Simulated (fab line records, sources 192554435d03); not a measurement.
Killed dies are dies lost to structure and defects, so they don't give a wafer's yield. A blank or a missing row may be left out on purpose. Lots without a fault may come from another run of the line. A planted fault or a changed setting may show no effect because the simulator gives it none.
A struck lot beside a sound one | flow n5_finfet | 33 steps out of a route of 1938
Sound: wafers L380.1, L380.3, L380.5. Struck: wafers L397.1, L397.5. (L397.6 of the same lot was not struck and is left out.) The cause comes at the end.
At each step with rows: each side's tool, then ch and its chambers, then its first start. Under that, the readings that differ: sound wafers | struck wafers | difference of the means | sigmas: that difference in standard deviations of wafers without a fault.
alike: readings whose means differ by less than 2 such deviations, and words and numbers that are the same on both sides. not compared: withheld readings, readings that some wafer has no value for, bounds like >300 that may hide the same value, and numbers for which the record gives no deviation and whose values overlap.
The two part at a step that has a row with sigmas, a row that says differs or no value, or rows on one side only. Numbers that don't overlap but have no deviation are shown without sigmas and don't part them. A reading that every wafer of one side lacks parts them only if that side has two wafers or more.

first, 4 steps without rows for these wafers: N5_FIN_CUT_STRIP_22 (strips in N2/H2); N5_FIN_CUT_PRECLEAN_36 (cleans in O3/DIW, time 60 s); N5_FIN_CUT_SRD_32 (time 30 s); N5_FIN_CUT_UV_OZONE_34 (time 120 s).
N5_FIN_CUT_INSPECT_17: inspects for defects (brightfield).
  sound on defect_inspect-02, day 2 10:46; struck on defect_inspect-01, day 7 00:40
  alike: raw_defect_count
N5_STI_FIN_REVEAL_ALD_00: deposits SiO2, target thk 1 nm, pulse time 1 s.
  sound on ald_sin-03 ch 0,1,2, day 2 10:48; struck on ald_sin-02 ch 1, day 7 00:43
  alike: heater_power_w, precursor_pulse_height_rel
N5_STI_FIN_REVEAL_ALD_14: deposits Si3N4, target thk 3 nm.
  sound on ald_sin-03 ch 0,1,2, day 2 10:51; struck on ald_sin-02 ch 1, day 7 00:46
  alike: heater_power_w
then, 3 steps without rows for these wafers: N5_STI_FIN_REVEAL_FCVD_FILL_01 (material SiO2 flowable, target thk 312 nm, time 512.2 s); N5_STI_FIN_REVEAL_DENSIFY_02 (time 1800 s); N5_STI_FIN_REVEAL_CMP_04 (polishes, stops on Si3N4, t overpolish 4 s, target thk 131.83 nm).
N5_STI_FIN_REVEAL_THK_MEAS_05:
  sound on film_metro-01, day 2 16:47; struck on film_metro-02, day 7 06:06
  alike: thk_nm
N5_STI_FIN_REVEAL_DENSIFY_30:
  sound on rtp_anneal-01 ch 0, day 2 16:49; struck on rtp_anneal-01 ch 0, day 7 06:08
  alike: lamp_power_pct, lamp_zone_5_pct
  not compared: wafer_temp_C_max
N5_STI_FIN_REVEAL_ETCHBACK_08: etches SiO2 in C4F6/O2, target depth 30.5 nm, time 10.167 s.
  sound on rie_diel-02 ch 0,1,2, day 2 17:01; struck on rie_diel-02 ch 1,2, day 7 06:22
  alike: drypump_motor_current_A, oes_product_au, rf_vpp_V, showerhead_plenum_p_Torr, throttle_valve_pct
  not compared: rf_hours_counter_h
then, 5 steps without rows for these wafers: N5_STI_FIN_REVEAL_STRIP_24 (strips in N2/H2, time 90 s); N5_STI_FIN_REVEAL_PRECLEAN_25 (cleans in SPM, time 90 s); N5_STI_FIN_REVEAL_PRECLEAN_26 (cleans in SC1, time 45 s); N5_STI_FIN_REVEAL_PRECLEAN_29 (cleans in DHF, time 30 s); N5_STI_FIN_REVEAL_SRD_12 (time 30 s).
N5_STI_FIN_REVEAL_RECESS_09: chemistry HF/NH3, target SiO2, afs cycles 11, target depth 42.5 nm, sublimation time 60 s.
  sound on vapor_etch-02 ch 0,1, day 2 17:16; struck on vapor_etch-01 ch 0,1, day 7 06:50
  alike: drypump_motor_current_A
then, 2 steps without rows for these wafers: N5_STI_FIN_REVEAL_STRIP_16 (strips SiNx in H3PO4, target depth 23.8 nm); N5_STI_FIN_REVEAL_PRECLEAN_17 (cleans in NF3:NH3, afs cycles 1, time 20 s, sublimation time 60 s).
N5_STI_FIN_REVEAL_ETCH_34: etches Si in H2, material Si, target depth 0.97 nm.
  sound on rie_si-02 ch 0,1,2, day 2 19:22; struck on rie_si-01 ch 0,3, day 7 08:55
  alike: drypump_motor_current_A, oes_product_au, throttle_valve_pct
  not compared: rf_hours_counter_h
then, 7 steps without rows for these wafers: N5_STI_FIN_REVEAL_OXIDATION_31 (chemistry O2 PLASMA REMOTE, time 20 s); N5_STI_FIN_REVEAL_PRECLEAN_32 (cleans in NF3:NH3, afs cycles 1, time 20 s, sublimation time 60 s); N5_STI_FIN_REVEAL_STRIP_35 (strips Si3N4 in H3PO4, target depth 4 nm, time 39 s); N5_STI_FIN_REVEAL_SRD_21 (time 30 s); N5_STI_FIN_REVEAL_OXIDATION_33 (chemistry O2 PLASMA REMOTE, time 20 s); N5_STI_FIN_REVEAL_CLEAN_19 (cleans in O3/DIW, time 120 s); N5_STI_FIN_REVEAL_SRD_23 (time 30 s).
N5_STI_FIN_REVEAL_CD_MEAS_22: target cd 6.238 nm, pitch 28 nm.
  sound on cd_sem-01, day 2 19:56; struck on cd_sem-01, day 7 09:31
  alike: cd_nm
N5_STI_FIN_REVEAL_FIN_H_MEAS_10:
  sound on ocd-01, day 2 19:58; struck on ocd-02, day 7 09:32
  reading              | sound          | struck    | difference | sigmas
  trench_depth_nm (nm) | 51.2 51.4 51.0 | 48.2 47.6 | -3.3       | -6
then, 2 steps without rows for these wafers: N5_STI_FIN_REVEAL_PRECLEAN_18 (cleans in SC2, time 45 s); N5_PASSIVATION_PROBE_49.

WHERE THEY PART
Only at N5_STI_FIN_REVEAL_FIN_H_MEAS_10, within this record.

WHY: what the simulator had put in
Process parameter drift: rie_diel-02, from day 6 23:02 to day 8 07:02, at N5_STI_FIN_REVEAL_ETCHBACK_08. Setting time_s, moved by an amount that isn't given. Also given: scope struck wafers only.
